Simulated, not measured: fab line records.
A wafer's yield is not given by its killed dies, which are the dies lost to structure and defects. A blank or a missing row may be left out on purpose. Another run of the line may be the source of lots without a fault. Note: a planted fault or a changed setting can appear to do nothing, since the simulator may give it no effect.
fab line records	flow n5Finfet
record lots=24	wafers=72	lastDay=18
route steps=1938 shown BEOL_M13@1715 BEOL_M14@1716
lots that met no fault: from a run of the same line without faults
startH: the number of hours between the record's first day and the start of the first shown wafer of the lot	waitH: how many hours have passed since the lot's step before this one	" as in the row above	L1.1+2: a row that stands for several wafers	- value missing, or start not given	* or withheld: withheld	< > ~ a bound
route shown NAME@n: NAME is a module with steps in the file, n the number in the route of the first one	usual: the fault-free wafers' mean and standard deviation	same: alike in all rows	chamber/n: place in a boat	sites: per-site readings	_std_site: the standard deviation of these	_edge_site: the outer-site mean with the inner-site mean subtracted	radiusMm: for every site, how far away it sits from the centre of the wafer	mask NAME#n: copy n	behind: the tool/chamber that last shaped the wafer	hold: what put the lot on hold/how long, in hours/how the hold closed	device: whichever transistor did not switch (one of n, p or np)	end of line: the route-end tests of the same wafers	where a step has no rows: the recipe by itself	killed: at the first sort, the dies lost to defects and structure; wafer yield is something else	map: a wafer's dies, x killed, . not, _ none there
set.NAME: the run value of the setting; set.NAME@STEP: its run value at that earlier step	model.NAME: the simulator's own value behind a step, which no gauge read
route steps across a sampled set of lots; one table per step, one row per wafer
services: the hour from which a tool's chamber was out of use, counted from the record's first day as startH (under 0 if before that day), plus the number of hours and why
## steps
# step N5_BEOL_M13_INSPECT_55
# recipe inspectInstrument=darkfield	mode=postDep
# usual rawDefectCount=75/23
lot.wafer	tool	chamber	startH	waitH	rawDefectCount
L074.1	defectInspect-02	-	258.22	0.0	157
L074.3	"	-	"	"	74
L074.6	"	-	"	"	62
L075.1	defectInspect-01	-	265.57	0.0	109
L075.3	"	-	"	"	53
L075.4	"	-	"	"	84
L076.1	defectInspect-02	-	270.68	0.0	56
L076.3	"	-	"	"	38
L076.6	"	-	"	"	53
L079.1	defectInspect-02	-	274.40	0.0	137
L079.3	"	-	"	"	91
L079.4	"	-	"	"	60
L078.2	defectInspect-01	-	274.85	0.0	64
L078.4	"	-	"	"	78
L078.5	"	-	"	"	74
L077.1	defectInspect-01	-	280.82	0.0	122
L077.3	"	-	"	"	104
L077.6	"	-	"	"	127
L080.2	defectInspect-01	-	295.56	0.0	109
L080.4	"	-	"	"	73
L080.5	"	-	"	"	81
L083.1	defectInspect-01	-	298.91	0.0	66
L083.5	"	-	"	"	65
L083.6	"	-	"	"	63
L081.1	defectInspect-01	-	305.64	0.0	97
L081.4	"	-	"	"	74
L081.5	"	-	"	"	65
L082.1	defectInspect-01	-	305.91	0.0	88
L082.3	"	-	"	"	75
L082.5	"	-	"	"	89
L084.2	defectInspect-02	-	309.54	0.0	66
L084.3	"	-	"	"	72
L084.5	"	-	"	"	111
L085.3	defectInspect-02	-	318.69	0.0	79
L085.5	"	-	"	"	95
L085.6	"	-	"	"	100
L087.2	defectInspect-01	-	338.87	0.0	76
L087.3	"	-	"	"	83
L087.5	"	-	"	"	77
L086.1	defectInspect-01	-	339.58	0.0	36
L086.3	"	-	"	"	58
L086.4	"	-	"	"	46
L089.1	defectInspect-01	-	345.82	0.0	100
L089.5	"	-	"	"	61
L089.6	"	-	"	"	41
L088.1	defectInspect-01	-	355.35	0.0	120
L088.4	"	-	"	"	48
L088.5	"	-	"	"	59
L091.3	defectInspect-01	-	355.88	0.0	62
L091.4	"	-	"	"	65
L091.6	"	-	"	"	84
L090.1	defectInspect-02	-	356.11	0.0	93
L090.3	"	-	"	"	87
L090.5	"	-	"	"	69
L093.3	defectInspect-02	-	362.82	0.0	88
L093.4	"	-	"	"	77
L093.6	"	-	"	"	84
L092.3	defectInspect-02	-	376.25	0.0	53
L092.4	"	-	"	"	47
L092.6	"	-	"	"	97
L094.1	defectInspect-01	-	386.13	0.0	35
L094.5	"	-	"	"	72
L094.6	"	-	"	"	80
L095.2	defectInspect-01	-	390.77	0.0	77
L095.4	"	-	"	"	52
L095.6	"	-	"	"	77
L096.1	defectInspect-02	-	393.00	0.0	33
L096.5	"	-	"	"	77
L096.6	"	-	"	"	90
L097.1	defectInspect-01	-	400.28	0.0	67
L097.2	"	-	"	"	69
L097.3	"	-	"	"	69
# step N5_BEOL_M14_ILD_DEP_00
# recipe material=SiO2	targetThkA=11193	tempC=400	precursor=TEOS/O2	pressureTorr=6.5	rfW=900	teosFlowSccm=161.4	gas=O2	flowSccm=2650	timeS=237.4
# usual heaterPowerOuterW=285/76	heaterPowerW=522/130	showerheadPlenumPTorr=8.34/0.034	throttleValvePct=19.0/1.4
# same timeS=237.4
lot.wafer	tool	chamber	startH	waitH	heaterPowerOuterW	heaterPowerW	showerheadPlenumPTorr	throttleValvePct
L074.1	pecvd-03	2	258.26	0.0	212	373	8.40	17.6
L074.3	"	0	"	"	441	783	8.32	19.7
L074.6	"	0	"	"	324	596	8.33	20.2
L075.1	pecvd-04	2	265.61	0.0	309	520	8.33	17.0
L075.3	"	0	"	"	246	540	8.34	19.6
L075.4	"	0	"	"	295	633	8.35	19.6
L076.1	pecvd-03	2	270.72	0.0	205	385	8.38	17.4
L076.3	"	0	"	"	447	783	8.33	19.8
L076.6	"	0	"	"	325	622	8.32	19.6
L079.1	pecvd-04	0	274.44	0.0	321	649	8.35	19.5
L079.3	"	2	"	"	314	518	8.31	17.1
L079.4	"	1	"	"	219	488	8.32	18.3
L078.2	pecvd-03	2	274.89	0.0	223	395	8.37	17.5
L078.4	"	2	"	"	150	304	8.36	17.5
L078.5	"	0	"	"	321	587	8.32	19.9
L077.1	pecvd-01	1	280.86	0.0	348	591	8.30	22.0
L077.3	"	0	"	"	257	509	8.31	18.4
L077.6	"	1	"	"	372	639	8.30	21.5
L080.2	pecvd-01	1	295.59	0.0	384	641	8.31	21.7
L080.4	"	2	"	"	238	456	8.40	18.8
L080.5	"	1	"	"	283	502	8.31	21.8
L083.1	pecvd-04	1	298.94	0.0	332	634	8.32	18.1
L083.5	"	1	"	"	286	582	8.30	18.4
L083.6	"	0	"	"	297	612	8.35	19.7
L081.1	pecvd-03	0	305.68	0.0	430	774	8.32	20.1
L081.4	"	2	"	"	154	303	8.38	17.7
L081.5	"	0	"	"	323	606	8.32	19.9
L082.1	pecvd-03	0	305.95	0.0	442	763	8.32	20.1
L082.3	"	2	"	"	177	347	8.38	17.3
L082.5	"	0	"	"	320	620	8.32	19.9
L084.2	pecvd-01	0	309.58	0.0	277	521	8.29	18.3
L084.3	"	2	"	"	342	591	8.42	18.7
L084.5	"	2	"	"	244	448	8.41	18.9
L085.3	pecvd-03	1	318.72	0.0	226	398	8.34	18.3
L085.5	"	2	"	"	219	407	8.39	17.9
L085.6	"	1	"	"	151	294	8.35	18.3
L087.2	pecvd-03	1	338.90	0.0	165	304	8.34	18.2
L087.3	"	2	"	"	150	297	8.38	17.5
L087.5	"	1	"	"	233	402	8.31	18.2
L086.1	pecvd-01	0	339.62	0.0	257	507	8.31	18.3
L086.3	"	1	"	"	364	615	8.31	21.9
L086.4	"	0	"	"	293	564	8.30	18.4
L089.1	pecvd-01	2	345.86	0.0	331	556	8.42	18.9
L089.5	"	2	"	"	351	583	8.39	18.8
L089.6	"	1	"	"	396	662	8.30	21.6
L088.1	pecvd-03	2	355.39	0.0	189	350	8.37	17.4
L088.4	"	1	"	"	237	403	8.33	18.3
L088.5	"	0	"	"	323	632	8.32	20.3
L091.3	pecvd-03	2	355.92	0.0	173	339	8.36	17.2
L091.4	"	2	"	"	212	382	8.37	17.7
L091.6	"	0	"	"	320	614	8.30	20.1
L090.1	pecvd-01	1	356.14	0.0	365	617	8.29	21.8
L090.3	"	0	"	"	291	560	8.29	18.3
L090.5	"	1	"	"	348	583	8.30	21.9
L093.3	pecvd-01	2	362.86	0.0	295	505	8.42	18.7
L093.4	"	0	"	"	195	433	8.30	18.3
L093.6	"	2	"	"	326	566	8.40	19.0
L092.3	pecvd-03	2	376.28	0.0	152	309	8.37	17.7
L092.4	"	0	"	"	454	784	8.31	19.9
L092.6	"	2	"	"	196	363	8.37	17.8
L094.1	pecvd-04	0	386.17	0.0	352	694	8.35	19.7
L094.5	"	0	"	"	291	618	8.35	19.9
L094.6	"	2	"	"	324	558	8.32	17.3
L095.2	pecvd-01	2	390.81	0.0	326	552	8.40	19.1
L095.4	"	1	"	"	358	606	8.30	21.6
L095.6	"	2	"	"	350	584	8.41	18.9
L096.1	pecvd-03	0	393.04	0.0	355	651	8.34	20.0
L096.5	"	1	"	"	234	399	8.32	18.3
L096.6	"	2	"	"	229	415	8.36	17.5
L097.1	pecvd-04	2	400.32	0.0	307	508	8.32	17.4
L097.2	"	0	"	"	346	675	8.35	19.7
L097.3	"	2	"	"	341	537	8.32	17.4
# step N5_BEOL_M14_VIA_ETCH_16
# recipe chemistry=C4F8/O2/Ar	target=SiO2	heInnerTorr=15	heOuterTorr=30	targetDepthA=12313	timeS=withheld	ionEnergyEv=800	pressureMtorr=20	sourceW=1905	biasW=2040	Ar_flow_sccm=400	C4F8_flow_sccm=16	O2_flow_sccm=12	ends=cleared
# usual drypumpMotorCurrentA=5.7/0.51	oesProductAu=0.75/0.077	rfVppV=2219/36	showerheadPlenumPTorr=3.49/0.098	throttleValvePct=30.79/0.28
lot.wafer	tool	chamber	startH	waitH	drypumpMotorCurrentA	oesProductAu	rfVppV	showerheadPlenumPTorr	throttleValvePct
L074.1	rieDiel-01	1	259.06	0.0	5.8	0.86	2189	3.68	30.60
L074.3	"	0	"	"	6.3	0.67	2227	3.57	30.64
L074.6	"	2	"	"	5.2	0.74	2238	3.61	30.78
L075.1	rieDiel-01	1	266.28	0.0	5.8	0.85	2188	3.68	30.61
L075.3	"	3	"	"	6.6	0.81	2257	3.49	30.52
L075.4	"	0	"	"	6.4	0.66	2228	3.57	30.63
L076.1	rieDiel-01	2	271.58	0.0	5.2	0.73	2236	3.61	30.76
L076.3	"	3	"	"	6.6	0.81	2256	3.49	30.52
L076.6	"	1	"	"	5.7	0.84	2187	3.68	30.59
L079.1	rieDiel-03	1	275.24	0.0	5.5	0.63	2224	3.50	30.73
L079.3	"	3	"	"	5.9	0.71	2200	3.33	31.08
L079.4	"	0	"	"	5.2	0.75	2244	3.45	30.49
L078.2	rieDiel-03	2	275.77	0.0	5.0	0.70	2186	3.49	31.39
L078.4	"	0	"	"	5.2	0.76	2243	3.45	30.50
L078.5	"	1	"	"	5.5	0.63	2226	3.50	30.73
L077.1	rieDiel-03	2	281.65	0.0	5.0	0.70	2185	3.49	31.40
L077.3	"	3	"	"	5.9	0.70	2200	3.33	31.06
L077.6	"	0	"	"	5.2	0.75	2244	3.45	30.48
L080.2	rieDiel-03	0	296.39	0.0	5.2	0.75	2245	3.44	30.50
L080.4	"	2	"	"	5.0	0.70	2185	3.49	31.41
L080.5	"	2	"	"	5.0	0.70	2185	3.49	31.42
L083.1	rieDiel-03	1	299.69	0.0	5.5	0.62	2225	3.50	30.73
L083.5	"	0	"	"	5.2	0.75	2243	3.44	30.49
L083.6	"	3	"	"	5.9	0.70	2199	3.33	31.09
L081.1	rieDiel-03	1	306.47	0.0	5.4	0.62	2225	3.50	30.73
L081.4	"	1	"	"	5.5	0.61	2224	3.50	30.73
L081.5	"	2	"	"	5.0	0.70	2186	3.48	31.41
L082.1	rieDiel-06	1	306.62	0.0	6.6	0.63	2287	3.52	30.84
L082.3	"	3	"	"	5.4	0.78	2193	3.63	30.80
L082.5	"	3	"	"	5.4	0.79	2194	3.63	30.80
L084.2	rieDiel-06	3	310.25	0.0	5.4	0.79	2195	3.62	30.78
L084.3	"	0	"	"	5.7	0.87	2283	3.53	30.75
L084.5	"	3	"	"	5.4	0.78	2193	3.62	30.77
L085.3	rieDiel-03	1	319.52	0.0	5.5	0.62	2223	3.49	30.74
L085.5	"	3	"	"	6.0	0.70	2199	3.32	31.09
L085.6	"	2	"	"	5.0	0.70	2185	3.48	31.42
L087.2	rieDiel-06	3	339.65	0.0	5.4	0.77	2193	3.62	30.79
L087.3	"	0	"	"	5.8	0.84	2282	3.52	30.76
L087.5	"	3	"	"	5.4	0.77	2192	3.62	30.78
L086.1	rieDiel-06	0	340.37	0.0	5.8	0.84	2281	3.52	30.74
L086.3	"	3	"	"	5.4	0.76	2193	3.62	30.80
L086.4	"	1	"	"	6.6	0.91	2286	3.52	30.63
L089.1	rieDiel-03	1	346.66	0.0	5.5	0.61	2223	3.49	30.75
L089.5	"	3	"	"	6.0	0.68	2197	3.32	31.10
L089.6	"	0	"	"	5.2	0.74	2242	3.43	30.51
L088.1	rieDiel-03	1	356.18	0.0	5.4	0.61	2223	3.49	30.76
L088.4	"	0	"	"	5.2	0.72	2244	3.43	30.52
L088.5	"	2	"	"	5.0	0.68	2184	3.47	31.43
L091.3	rieDiel-01	3	356.71	0.0	6.6	0.77	2255	3.47	30.55
L091.4	"	0	"	"	6.3	0.64	2226	3.55	30.67
L091.6	"	3	"	"	6.6	0.77	2254	3.47	30.56
L090.1	rieDiel-06	3	357.02	0.0	5.4	0.76	2193	3.62	30.79
L090.3	"	1	"	"	6.6	0.89	2288	3.51	30.63
L090.5	"	2	"	"	6.3	0.81	2169	3.36	30.59
L093.3	rieDiel-06	2	363.65	0.0	6.3	0.80	2171	3.36	30.56
L093.4	"	0	"	"	5.8	0.83	2282	3.52	30.77
L093.6	"	1	"	"	6.6	0.88	2286	3.51	30.65
L092.3	rieDiel-06	1	377.08	0.0	6.6	0.87	2288	3.51	30.65
L092.4	"	3	"	"	5.4	0.75	2192	3.61	30.82
L092.6	"	2	"	"	6.3	0.80	2170	3.36	30.58
L094.1	rieDiel-06	3	387.18	0.0	5.4	0.75	2191	3.61	30.80
L094.5	"	3	"	"	5.4	0.76	2191	3.61	30.82
L094.6	"	2	"	"	6.3	0.79	2169	3.36	30.60
L095.2	rieDiel-03	1	391.61	0.0	5.5	0.87	2224	3.48	30.38
L095.4	"	0	"	"	5.2	0.72	2242	3.43	30.54
L095.6	"	1	"	"	5.5	0.88	2223	3.48	30.39
L096.1	rieDiel-01	0	394.01	0.0	6.3	0.64	2224	3.55	30.68
L096.5	"	2	"	"	5.2	0.69	2235	3.58	30.81
L096.6	"	1	"	"	5.8	0.78	2185	3.65	30.67
L097.1	rieDiel-03	2	401.20	0.0	5.0	0.68	2184	3.46	31.43
L097.2	"	0	"	"	5.2	0.72	2240	3.42	30.53
L097.3	"	1	"	"	5.5	0.86	2222	3.48	30.38
# step N5_BEOL_M14_OVL_MEAS_29
# recipe pointsPerWafer=44
# usual M14_OVL=4/4.4
lot.wafer	tool	chamber	startH	waitH	M14_OVL[nm]
L074.1	overlay-02	0	259.89	0.0	-2
L074.3	"	0	"	"	-4
L074.6	"	0	"	"	0
L075.1	overlay-02	0	266.98	0.0	-3
L075.3	"	0	"	"	2
L075.4	"	0	"	"	-3
L076.1	overlay-02	0	272.35	0.0	9
L076.3	"	0	"	"	9
L076.6	"	0	"	"	11
L079.1	overlay-02	0	275.94	0.0	4
L079.3	"	0	"	"	3
L079.4	"	0	"	"	0
L078.2	overlay-02	0	276.60	0.0	0
L078.4	"	0	"	"	-2
L078.5	"	0	"	"	1
L077.1	overlay-02	0	282.49	0.0	3
L077.3	"	0	"	"	8
L077.6	"	0	"	"	5
L080.2	overlay-01	0	297.10	0.0	7
L080.4	"	0	"	"	3
L080.5	"	0	"	"	5
L083.1	overlay-02	0	300.40	0.0	-3
L083.5	"	0	"	"	5
L083.6	"	0	"	"	1
L081.1	overlay-02	0	307.30	0.0	-4
L081.4	"	0	"	"	8
L081.5	"	0	"	"	-2
L082.1	overlay-01	0	307.46	0.0	2
L082.3	"	0	"	"	6
L082.5	"	0	"	"	8
L084.2	overlay-01	0	311.08	0.0	11
L084.3	"	0	"	"	5
L084.5	"	0	"	"	9
L085.3	overlay-02	0	320.23	0.0	4
L085.5	"	0	"	"	0
L085.6	"	0	"	"	5
L087.2	overlay-02	0	340.48	0.0	2
L087.3	"	0	"	"	3
L087.5	"	0	"	"	6
L086.1	overlay-01	0	341.20	0.0	9
L086.3	"	0	"	"	6
L086.4	"	0	"	"	13
L089.1	overlay-01	0	347.36	0.0	3
L089.5	"	0	"	"	2
L089.6	"	0	"	"	2
L088.1	overlay-01	0	357.01	0.0	5
L088.4	"	0	"	"	5
L088.5	"	0	"	"	8
L091.3	overlay-01	0	357.42	0.0	8
L091.4	"	0	"	"	4
L091.6	"	0	"	"	12
L090.1	overlay-01	0	357.85	0.0	11
L090.3	"	0	"	"	5
L090.5	"	0	"	"	14
L093.3	overlay-01	0	364.48	0.0	10
L093.4	"	0	"	"	-6
L093.6	"	0	"	"	3
L092.3	overlay-01	0	377.78	0.0	-7
L092.4	"	0	"	"	1
L092.6	"	0	"	"	4
L094.1	overlay-02	0	388.01	0.0	13
L094.5	"	0	"	"	6
L094.6	"	0	"	"	4
L095.2	overlay-02	0	392.31	0.0	-1
L095.4	"	0	"	"	-1
L095.6	"	0	"	"	-6
L096.1	overlay-01	0	394.84	0.0	8
L096.5	"	0	"	"	0
L096.6	"	0	"	"	5
L097.1	overlay-01	0	401.94	0.0	7
L097.2	"	0	"	"	7
L097.3	"	0	"	"	4
# step N5_BEOL_M14_DESCUM_33
# recipe chemistry=O2	timeS=7.9	sourcePowerW=50	biasPowerW=20	pressureMtorr=20	rfFrequencyHz=2.712e+07	tempC=40	o2FlowSccm=225
# usual drypumpMotorCurrentA=5.8/0.53	oesProductAu=0.82/0.09	rfVppV=243.8/1.4	showerheadPlenumPTorr=2.14/0.06	throttleValvePct=20.32/0.27
# same timeS=7.9
lot.wafer	tool	chamber	startH	waitH	drypumpMotorCurrentA	oesProductAu	rfHoursCounterH	rfVppV	showerheadPlenumPTorr	throttleValvePct
L074.1	rieDiel-06	2	259.95	0.0	6.3	0.96	11	242.3	2.04	19.97
L074.3	"	0	"	"	5.7	0.68	245	243.6	2.16	20.55
L074.6	"	1	"	"	6.6	0.69	-	244.6	2.17	20.60
L075.1	rieDiel-01	1	267.42	0.4	5.8	0.96	17	245.9	2.22	19.89
L075.3	"	3	"	"	6.6	0.89	24	242.8	2.14	20.18
L075.4	"	2	"	"	5.2	0.81	93	245.2	2.18	20.12
L076.1	rieDiel-06	3	272.70	0.3	5.4	0.88	28	245.1	2.24	20.46
L076.3	"	1	"	"	6.6	0.69	236	242.7	2.17	20.62
L076.6	"	1	"	"	6.6	0.69	-	245.5	2.17	20.60
L079.1	rieDiel-01	1	276.00	0.0	5.7	0.94	20	243.2	2.22	19.89
L079.3	"	2	"	"	5.2	0.81	96	246.8	2.18	20.14
L079.4	"	3	"	"	6.6	0.88	28	244.1	2.14	20.19
L078.2	rieDiel-01	1	276.67	0.1	5.8	0.94	20	245.6	2.22	19.89
L078.4	"	3	"	"	6.6	0.88	28	242.7	2.14	20.21
L078.5	"	1	"	"	5.7	0.93	-	245.7	2.22	19.91
L077.1	rieDiel-01	3	282.61	0.1	6.6	0.88	30	243.9	2.14	20.17
L077.3	"	0	"	"	6.3	0.74	158	243.3	2.18	20.32
L077.6	"	2	"	"	5.3	0.80	-	244.3	2.18	20.13
L080.2	rieDiel-03	3	297.30	0.2	5.9	0.78	143	242.8	2.03	20.66
L080.4	"	2	"	"	5.0	0.78	118	242.6	2.12	20.81
L080.5	"	0	"	"	5.2	0.83	-	242.1	2.10	20.16
L083.1	rieDiel-03	0	300.55	0.1	5.2	0.83	76	243.3	2.10	20.15
L083.5	"	0	"	"	5.2	0.83	-	243.0	2.10	20.15
L083.6	"	1	"	"	5.5	0.69	-	245.2	2.15	20.53
L081.1	rieDiel-03	3	307.69	0.4	6.0	0.77	148	241.0	2.02	20.66
L081.4	"	2	"	"	5.0	0.77	-	243.8	2.12	20.82
L081.5	"	3	"	"	5.9	0.77	-	240.9	2.02	20.67
L082.1	rieDiel-06	0	307.86	0.4	5.8	0.98	3	244.6	2.15	20.16
L082.3	"	1	"	"	6.6	0.69	248	242.2	2.16	20.60
L082.5	"	2	"	"	6.3	0.93	-	242.1	2.03	19.97
L084.2	rieDiel-01	1	311.32	0.2	5.8	0.91	34	244.5	2.22	19.91
L084.3	"	2	"	"	5.2	0.78	110	245.6	2.17	20.15
L084.5	"	0	"	"	6.3	0.73	-	243.7	2.17	20.32
L085.3	rieDiel-06	0	320.28	0.0	5.7	0.96	8	243.5	2.15	20.17
L085.5	"	0	"	"	5.7	0.96	-	243.0	2.15	20.17
L085.6	"	2	"	"	6.3	0.94	-	243.2	2.03	19.99
L087.2	rieDiel-03	2	340.54	0.0	5.0	0.77	136	242.8	2.11	20.84
L087.3	"	1	"	"	5.5	0.68	242	244.0	2.15	20.57
L087.5	"	2	"	"	5.0	0.76	-	243.0	2.11	20.86
L086.1	rieDiel-01	1	341.27	0.0	5.8	0.89	44	245.1	2.21	19.93
L086.3	"	0	"	"	6.3	0.72	179	244.7	2.17	20.34
L086.4	"	3	"	"	6.5	0.84	51	242.8	2.13	20.22
L089.1	rieDiel-03	0	347.42	0.0	5.2	0.82	90	243.0	2.10	20.17
L089.5	"	2	"	"	5.0	0.76	-	242.7	2.11	20.85
L089.6	"	1	"	"	5.5	0.68	-	245.0	2.15	20.58
L088.1	rieDiel-03	0	357.27	0.2	5.2	0.81	94	242.7	2.10	20.20
L088.4	"	3	"	"	5.9	0.75	167	240.8	2.02	20.70
L088.5	"	0	"	"	5.2	0.81	-	243.5	2.09	20.18
L091.3	rieDiel-01	2	357.57	0.1	5.2	0.77	126	244.1	2.17	20.17
L091.4	"	3	"	"	6.6	0.83	57	243.4	2.13	20.21
L091.6	"	0	"	"	6.3	0.72	-	243.1	2.17	20.33
L090.1	rieDiel-06	2	357.93	0.1	6.3	0.90	47	241.9	2.02	20.00
L090.3	"	1	"	"	6.6	0.98	8	244.6	2.16	20.29
L090.5	"	1	"	"	6.6	0.98	-	242.4	2.16	20.29
L093.3	rieDiel-06	1	364.54	0.0	6.6	0.96	10	246.6	2.16	20.29
L093.4	"	0	"	"	5.8	0.91	23	242.6	2.15	20.20
L093.6	"	3	"	"	5.4	0.83	-	244.8	2.23	20.51
L092.3	rieDiel-06	3	377.84	0.0	5.4	0.84	66	247.4	2.23	20.52
L092.4	"	2	"	"	6.3	0.89	53	242.3	2.02	20.02
L092.6	"	0	"	"	5.7	0.90	-	243.9	2.14	20.21
L094.1	rieDiel-03	3	388.10	0.1	6.0	0.74	180	242.5	2.01	20.69
L094.5	"	1	"	"	5.4	0.97	-	242.6	2.14	20.13
L094.6	"	2	"	"	5.0	0.75	-	243.2	2.11	20.86
L095.2	rieDiel-01	2	392.37	0.0	5.2	0.76	138	246.1	2.16	20.19
L095.4	"	3	"	"	6.6	0.82	69	244.7	2.12	20.24
L095.6	"	1	"	"	5.7	0.88	-	247.0	2.21	19.98
L096.1	rieDiel-01	2	395.06	0.2	5.2	0.76	140	245.6	2.16	20.20
L096.5	"	0	"	"	6.3	0.72	-	243.9	2.16	20.37
L096.6	"	3	"	"	6.6	0.81	-	243.3	2.12	20.25
L097.1	rieDiel-06	2	401.99	0.0	6.3	0.87	62	241.0	2.02	20.02
L097.2	"	0	"	"	5.7	0.89	38	243.7	2.14	20.23
L097.3	"	3	"	"	5.4	0.82	75	246.1	2.23	20.54
# step N5_BEOL_M14_TRENCH_ETCH_34
# recipe chemistry=C4F8/O2/Ar	target=SiO2	targetDepthA=5566.5	maskMaterial=SOC	heInnerTorr=15	heOuterTorr=30	timeS=126.9	ionEnergyEv=800	pressureMtorr=20	sourceW=1905	biasW=2040	Ar_flow_sccm=400	C4F8_flow_sccm=16	O2_flow_sccm=12
# usual drypumpMotorCurrentA=5.8/0.53	oesProductAu=0.82/0.089	rfVppV=2225/37	showerheadPlenumPTorr=3.51/0.093	throttleValvePct=30.79/0.25
# same timeS=126.9
lot.wafer	tool	chamber	startH	waitH	drypumpMotorCurrentA	oesProductAu	rfHoursCounterH	rfVppV	showerheadPlenumPTorr	throttleValvePct
L074.1	rieDiel-06	2	260.40	0.0	6.3	0.96	11	2173	3.38	30.55
L074.3	"	0	"	"	5.7	0.67	245	2284	3.54	31.06
L074.6	"	1	"	"	6.6	0.69	-	2288	3.53	30.80
L075.1	rieDiel-01	1	267.87	0.0	5.8	0.95	17	2188	3.68	30.66
L075.3	"	3	"	"	6.6	0.91	24	2256	3.49	30.57
L075.4	"	2	"	"	5.2	0.82	93	2237	3.61	30.81
L076.1	rieDiel-06	3	273.16	0.0	5.4	0.88	29	2193	3.63	30.80
L076.3	"	1	"	"	6.6	0.69	237	2290	3.52	30.80
L076.6	"	1	"	"	6.6	0.70	-	2287	3.52	30.83
L079.1	rieDiel-01	1	276.45	0.0	5.7	0.96	20	2188	3.68	30.67
L079.3	"	2	"	"	5.2	0.82	96	2236	3.60	30.82
L079.4	"	3	"	"	6.6	0.90	28	2257	3.48	30.59
L078.2	rieDiel-01	1	277.13	0.0	5.8	0.95	20	2188	3.68	30.67
L078.4	"	3	"	"	6.6	0.89	28	2255	3.48	30.56
L078.5	"	1	"	"	5.8	0.94	-	2188	3.68	30.65
L077.1	rieDiel-01	3	283.07	0.0	6.6	0.90	30	2257	3.48	30.57
L077.3	"	0	"	"	6.4	0.73	158	2228	3.57	30.67
L077.6	"	2	"	"	5.3	0.81	-	2238	3.60	30.82
L080.2	rieDiel-03	3	297.76	0.0	6.0	0.79	143	2200	3.33	31.13
L080.4	"	2	"	"	5.0	0.79	118	2185	3.49	31.45
L080.5	"	0	"	"	5.2	0.82	-	2243	3.44	30.52
L083.1	rieDiel-03	0	301.00	0.0	5.2	0.81	76	2241	3.44	30.51
L083.5	"	0	"	"	5.2	0.81	-	2242	3.44	30.52
L083.6	"	1	"	"	5.5	0.70	-	2223	3.50	30.77
L081.1	rieDiel-03	3	308.14	0.0	6.0	0.78	148	2199	3.33	31.11
L081.4	"	2	"	"	5.0	0.78	-	2186	3.48	31.43
L081.5	"	3	"	"	5.9	0.78	-	2199	3.33	31.11
L082.1	rieDiel-06	0	308.31	0.0	5.7	0.96	3	2282	3.53	30.75
L082.3	"	1	"	"	6.6	0.69	248	2287	3.52	30.84
L082.5	"	2	"	"	6.3	0.92	-	2170	3.37	30.57
L084.2	rieDiel-01	1	311.77	0.0	5.8	0.92	35	2185	3.67	30.68
L084.3	"	2	"	"	5.2	0.81	110	2235	3.60	30.83
L084.5	"	0	"	"	6.3	0.72	-	2225	3.56	30.66
L085.3	rieDiel-06	0	320.74	0.0	5.7	0.95	8	2283	3.53	30.77
L085.5	"	0	"	"	5.7	0.93	-	2281	3.53	30.76
L085.6	"	2	"	"	6.3	0.92	-	2170	3.37	30.57
L087.2	rieDiel-03	2	341.00	0.0	5.0	0.78	137	2184	3.48	31.45
L087.3	"	1	"	"	5.5	0.69	242	2223	3.49	30.81
L087.5	"	2	"	"	5.0	0.77	-	2185	3.48	31.46
L086.1	rieDiel-01	1	341.73	0.0	5.7	0.90	44	2186	3.66	30.69
L086.3	"	0	"	"	6.3	0.71	179	2225	3.56	30.69
L086.4	"	3	"	"	6.6	0.87	51	2255	3.47	30.60
L089.1	rieDiel-03	0	347.87	0.0	5.2	0.79	90	2243	3.43	30.52
L089.5	"	2	"	"	5.0	0.76	-	2183	3.47	31.44
L089.6	"	1	"	"	5.5	0.69	-	2223	3.49	30.79
L088.1	rieDiel-03	0	357.72	0.0	5.2	0.80	94	2243	3.43	30.52
L088.4	"	3	"	"	5.9	0.76	168	2200	3.32	31.13
L088.5	"	0	"	"	5.2	0.80	-	2243	3.43	30.52
L091.3	rieDiel-01	2	358.03	0.0	5.2	0.78	126	2235	3.59	30.85
L091.4	"	3	"	"	6.6	0.84	57	2256	3.47	30.58
L091.6	"	0	"	"	6.3	0.70	-	2225	3.55	30.67
L090.1	rieDiel-06	2	358.38	0.0	6.3	0.89	47	2169	3.36	30.61
L090.3	"	1	"	"	6.6	0.97	8	2286	3.51	30.65
L090.5	"	1	"	"	6.6	0.97	-	2287	3.51	30.65
L093.3	rieDiel-06	1	364.99	0.0	6.6	0.96	10	2288	3.51	30.66
L093.4	"	0	"	"	5.7	0.90	24	2281	3.52	30.78
L093.6	"	3	"	"	5.4	0.84	-	2192	3.61	30.82
L092.3	rieDiel-06	3	378.30	0.0	5.4	0.83	66	2191	3.61	30.84
L092.4	"	2	"	"	6.3	0.88	54	2170	3.36	30.61
L092.6	"	0	"	"	5.7	0.89	-	2280	3.52	30.78
L094.1	rieDiel-03	3	388.56	0.0	6.0	0.75	180	2198	3.31	31.14
L094.5	"	1	"	"	5.5	0.98	-	2222	3.48	30.41
L094.6	"	2	"	"	5.0	0.75	-	2185	3.47	31.48
L095.2	rieDiel-01	2	392.82	0.0	5.2	0.78	139	2235	3.58	30.87
L095.4	"	3	"	"	6.6	0.83	69	2254	3.46	30.59
L095.6	"	1	"	"	5.8	0.88	-	2186	3.65	30.70
L096.1	rieDiel-01	2	395.52	0.0	5.2	0.77	140	2234	3.58	30.85
L096.5	"	0	"	"	6.3	0.70	-	2225	3.55	30.70
L096.6	"	3	"	"	6.6	0.83	-	2254	3.46	30.58
L097.1	rieDiel-06	2	402.45	0.0	6.3	0.87	62	2170	3.36	30.61
L097.2	"	0	"	"	5.7	0.88	38	2281	3.51	30.79
L097.3	"	3	"	"	5.4	0.82	76	2190	3.61	30.83
## services
tool	chamber	startH	hours	kind
pecvd-04	2	242.61	6.9	repair
rieDiel-06	3	251.02	9.4	repair
pecvd-01	-	255.82	1.6	repair
rieDiel-03	3	259.60	4.2	repair
pecvd-03	1	260.12	40.9	repair
rieDiel-06	0	263.94	4.2	repair
pecvd-03	-	276.82	6.0	pm
rieDiel-06	-	277.23	4.3	pm
rieDiel-01	0	287.50	1.8	repair
pecvd-04	2	289.93	9.3	repair
pecvd-03	-	298.20	0.8	repair
rieDiel-03	0	303.24	7.5	repair
rieDiel-06	2	309.91	2.8	repair
rieDiel-03	1	321.25	4.6	repair
pecvd-01	2	352.90	6.9	repair
pecvd-03	-	356.33	1.8	repair
pecvd-03	-	362.51	2.8	pm
rieDiel-03	1	363.70	-	clean
rieDiel-03	1	363.70	-	consumableReplace:focusRing
rieDiel-03	1	363.70	16.3	scheduledDown
rieDiel-03	1	363.70	16.3	ventCycle
rieDiel-01	-	373.96	1.1	repair
rieDiel-01	1	378.85	1.3	repair
pecvd-04	2	378.94	4.4	repair
## key
fault none
